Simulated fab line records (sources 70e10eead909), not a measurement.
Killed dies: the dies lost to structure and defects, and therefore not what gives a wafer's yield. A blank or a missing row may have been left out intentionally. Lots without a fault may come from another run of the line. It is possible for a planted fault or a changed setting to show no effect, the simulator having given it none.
The tool behind it: which one?	flow nand-harc	14 lots with 42 wafers sampled at 7 steps, on a route of 1302 steps

== WHAT EACH GAUGE READ, for each wafer ==
NHARC_P_STI_INSPECT_25. Usual: raw-defect-count 192, standard deviation 55.
lot	measured	on	raw-defect-count	flag
L564	day 4 17:40	defect-inspect-02	241 269 202	
L565	day 4 22:06	defect-inspect-01	197 175 196	
L566	day 5 03:51	defect-inspect-02	158 169 150	
L563	day 5 11:28	defect-inspect-02	195 397 287	
L567	day 5 11:28	defect-inspect-01	145 229 196	
L568	day 6 01:28	defect-inspect-02	242 158 193	
L569	day 6 08:59	defect-inspect-01	221 157 227	
L572	day 7 19:49	defect-inspect-01	135 261 88	
L573	day 8 15:15	defect-inspect-02	527 561 540	OFF
L577	day 10 01:58	defect-inspect-02	645 600 584	OFF
L578	day 10 08:41	defect-inspect-01	157 221 292	
L579	day 10 16:08	defect-inspect-01	167 105 144	
L581	day 11 18:10	defect-inspect-01	213 282 252	
L585	day 13 01:11	defect-inspect-01	191 159 273	

NHARC_P_GATE_CD_MEAS_11 targets a cd of 1640 nm. Usual: cd-nm 1640.2 nm, standard deviation 2.
lot	measured	on	cd-nm (nm)	flag
L564	day 5 02:05	cd-sem-03	1640.9 1641.7 1643.7	
L565	day 5 06:50	cd-sem-02	1641.6 1641.7 1638.4	
L566	day 5 14:23	cd-sem-01	1636.6 1637.2 1639.8	
L563	day 5 22:15	cd-sem-01	1639.2 1636.9 1636.8	
L567	day 5 22:24	cd-sem-01	1640.1 1640.4 1642.6	
L568	day 6 09:56	cd-sem-03	1639.8 1637.4 1639.5	
L569	day 6 17:28	cd-sem-02	1643.5 1642.2 1642.0	
L572	day 8 04:23	cd-sem-02	1638.2 1638.9 1640.2	
L573	day 8 23:48	cd-sem-01	1639.3 1637.8 1638.6	
L577	day 10 13:54	cd-sem-02	1640.0 1639.5 1640.6	
L578	day 10 18:10	cd-sem-02	1640.0 1641.3 1643.2	
L579	day 11 01:19	cd-sem-03	1642.2 1641.8 1643.0	
L581	day 12 02:53	cd-sem-02	1638.7 1639.2 1635.4	
L585	day 13 09:39	cd-sem-02	1640.7 1643.4 1640.2	

NHARC_P_GATE_INSPECT_28. Usual: raw-defect-count 5.7, standard deviation 2.5.
lot	measured	on	raw-defect-count	flag
L564	day 5 17:07	defect-inspect-01	9 4 8	
L565	day 6 06:00	defect-inspect-01	3 3 5	
L566	day 6 11:07	defect-inspect-02	5 5 6	
L563	day 6 13:07	defect-inspect-02	10 5 7	
L567	day 6 13:30	defect-inspect-02	9 6 8	
L568	day 7 02:07	defect-inspect-01	7 8 4	
L569	day 7 11:17	defect-inspect-02	9 11 7	
L572	day 8 18:22	defect-inspect-01	6 11 13	
L573	day 9 15:43	defect-inspect-02	378 436 398	OFF
L577	day 11 06:19	defect-inspect-01	438 423 415	OFF
L578	day 11 18:32	defect-inspect-01	6 9 8	
L579	day 11 22:47	defect-inspect-01	6 5 4	
L581	day 12 17:32	defect-inspect-02	3 9 10	
L585	day 14 02:52	defect-inspect-02	2 7 2	

NHARC_P_GATE_INSPECT_68. Usual: raw-defect-count 175, standard deviation 58.
lot	measured	on	raw-defect-count	flag
L564	day 6 11:23	defect-inspect-01	247 279 188	
L565	day 7 00:14	defect-inspect-02	183 143 189	
L566	day 7 05:37	defect-inspect-02	157 149 147	
L563	day 7 07:23	defect-inspect-01	177 395 273	
L567	day 7 12:14	defect-inspect-02	120 167 151	
L568	day 7 20:20	defect-inspect-02	224 165 191	
L569	day 8 08:30	defect-inspect-02	223 159 235	
L572	day 9 12:40	defect-inspect-02	126 264 86	
L573	day 10 12:05	defect-inspect-02	550 540 529	OFF
L577	day 12 02:46	defect-inspect-02	640 584 550	OFF
L578	day 12 15:20	defect-inspect-01	149 220 268	
L579	day 12 17:14	defect-inspect-02	146 93 144	
L581	day 13 14:05	defect-inspect-02	240 261 282	
L585	day 14 21:18	defect-inspect-01	193 140 218	

== EACH LOT AND THE TOOL THAT RAN IT (in order: tool; ch and the chambers of the sampled wafers; start) ==
lot	NHARC_P_ZERO_WELL_DESCUM_54	NHARC_P_STI_CMP_21	NHARC_P_STI_STRIP_24
L564	rie-diel-04 ch 0,1,3, day 2 12:04	cmp-01 ch 0,1,2, day 4 05:38	wet-bench-09 ch 3,4,5, day 4 05:59
L565	rie-diel-04 ch 1,2,3, day 2 22:02	cmp-03 ch 0,3, day 4 14:04	wet-bench-09 ch 2,3,5, day 4 14:25
L566	rie-diel-04 ch 1,2,3, day 3 07:49	cmp-01 ch 2,3, day 4 20:06	wet-bench-06 ch 2,4,5, day 4 20:26
L563	rie-diel-06 ch 2,3, day 3 15:35	cmp-01 ch 0,1, day 5 03:00	wet-bench-07 ch 0,3,7, day 5 03:21
L567	rie-diel-04 ch 0,2,3, day 3 17:53	cmp-04 ch 1,2,3, day 5 03:00	wet-bench-06 ch 3,5,6, day 5 03:21
L568	rie-diel-04 ch 2,3, day 4 03:56	cmp-01 ch 0,1,3, day 5 16:58	wet-bench-09 ch 1,3,6, day 5 17:16
L569	rie-diel-06 ch 0,3, day 4 13:39	cmp-04 ch 0,3, day 6 00:33	wet-bench-09 ch 1,4,7, day 6 00:52
L572	rie-diel-02 ch 0,1,3, day 5 19:55	cmp-03 ch 0,1,2, day 7 11:55	wet-bench-09 ch 0,2,5, day 7 12:11
L573	rie-diel-02 ch 0,1, day 6 05:56	cmp-03 ch 0,1,2, day 8 04:40	wet-bench-09 ch 5,6,7, day 8 04:59
L577	rie-diel-06 ch 0,2,3, day 7 21:48	cmp-04 ch 0,1,3, day 9 14:28	wet-bench-09 ch 5,6,7, day 9 14:48
L578	rie-diel-04 ch 1,2,3, day 8 07:41	cmp-04 ch 0,2,3, day 9 22:20	wet-bench-07 ch 0,1,2, day 9 22:41
L579	rie-diel-06 ch 1,2,3, day 8 20:34	cmp-04 ch 1,2,3, day 10 07:40	wet-bench-07 ch 1,2,4, day 10 08:00
L581	rie-diel-04 ch 0,1,2, day 9 14:29	cmp-04 ch 1,3, day 11 07:53	wet-bench-06 ch 4,5,6, day 11 08:14
L585	rie-diel-04 ch 2,3, day 11 05:39	cmp-01 ch 1,2, day 12 17:15	wet-bench-06 ch 0,6,7, day 12 17:34
- NHARC_P_ZERO_WELL_DESCUM_54: chemistry O2, time 3 s.
- NHARC_P_STI_CMP_21: polishes, t overpolish 20 s, target thk 380.67 nm.
- NHARC_P_STI_STRIP_24: strips Si3N4 in H3PO4.

== WHAT THE TOOLS THEMSELVES READ (means of the sampled wafers that have a number; where no wafer has one, the mark that the record gives instead) ==
NHARC_P_ZERO_WELL_DESCUM_54. Usual: drypump-motor-current-A 5.89 A, standard deviation 0.3; oes-product-au 1.000 a.u., standard deviation 0.012; rf-vpp-V 57.6 V, standard deviation 0.89; showerhead-plenum-p-Torr 1.86 Torr, standard deviation 0.063; throttle-valve-pct 11.311 %, standard deviation 0.0088.
lot	tool	drypump-motor-current-A (A)	oes-product-au (a.u.)	rf-vpp-V (V)	showerhead-plenum-p-Torr (Torr)	throttle-valve-pct (%)	flag
L564	rie-diel-04	5.92	1.002	56.4	1.84	11.307	
L565	rie-diel-04	6.07	1.007	57.0	1.84	11.305	
L566	rie-diel-04	6.08	1.007	58.1	1.84	11.313	
L563	rie-diel-06	6.07	0.998	57.5	1.84	11.308	
L567	rie-diel-04	5.96	1.007	57.0	1.83	11.317	
L568	rie-diel-04	6.11	1.004	57.4	1.82	11.323	
L569	rie-diel-06	5.37	0.995	58.4	1.89	11.315	
L572	rie-diel-02	5.95	0.994	57.6	1.84	11.311	
L573	rie-diel-02	5.84	0.997	57.7	1.85	11.305	
L577	rie-diel-06	5.71	0.993	58.2	1.86	11.306	
L578	rie-diel-04	6.07	1.009	57.0	1.83	11.310	
L579	rie-diel-06	6.01	0.990	58.0	1.87	11.310	
L581	rie-diel-04	5.92	1.000	58.3	1.84	11.312	
L585	rie-diel-04	6.12	1.003	57.9	1.81	11.312	

NHARC_P_STI_CMP_21. Usual: motor-current-A 11.9 A, standard deviation 1; overpolish-run-s 19.999 s, standard deviation 0.0094.
lot	tool	motor-current-A (A)	overpolish-run-s (s)	flag
L564	cmp-01	11.8	19.995	
L565	cmp-03	12.0	20.005	
L566	cmp-01	12.6	19.998	
L563	cmp-01	12.2	19.999	
L567	cmp-04	11.6	19.992	
L568	cmp-01	12.3	19.997	
L569	cmp-04	11.3	20.001	
L572	cmp-03	11.6	20.006	
L573	cmp-03	11.8	19.991	
L577	cmp-04	11.1	20.006	
L578	cmp-04	12.5	19.999	
L579	cmp-04	11.4	20.001	
L581	cmp-04	10.6	20.007	
L585	cmp-01	11.5	20.000	

== THE ANSWER, worked out from the rows above alone ==
Rule: lot off if the mean of its wafers having a number is beyond 3 standard deviations from the usual mean. Also off: a lot with no number at a reading for which 4 or more lots have one. Where the step has rows for the other lots, those lots are counted as sound. First the gauges in route order, then the tools' own readings, where a lot's mean is used as printed above. The first step at which some lot is off is used, and at that step the reading that is off furthest; a lot without a number counts as furthest.
Off: L573, L577 (NHARC_P_STI_INSPECT_25, raw-defect-count).
A tool fits if, at a process step before that reading, it ran every lot that is off, and no sound lot after the first of them. Gauges at NHARC_P_STI_INSPECT_25: tried the same way as those tools. Undecided on this evidence; 2 tools fit (wet-bench-09 at NHARC_P_STI_STRIP_24, defect-inspect-02 at NHARC_P_STI_INSPECT_25).

== WHAT THE SIMULATOR HAD INSERTED ==
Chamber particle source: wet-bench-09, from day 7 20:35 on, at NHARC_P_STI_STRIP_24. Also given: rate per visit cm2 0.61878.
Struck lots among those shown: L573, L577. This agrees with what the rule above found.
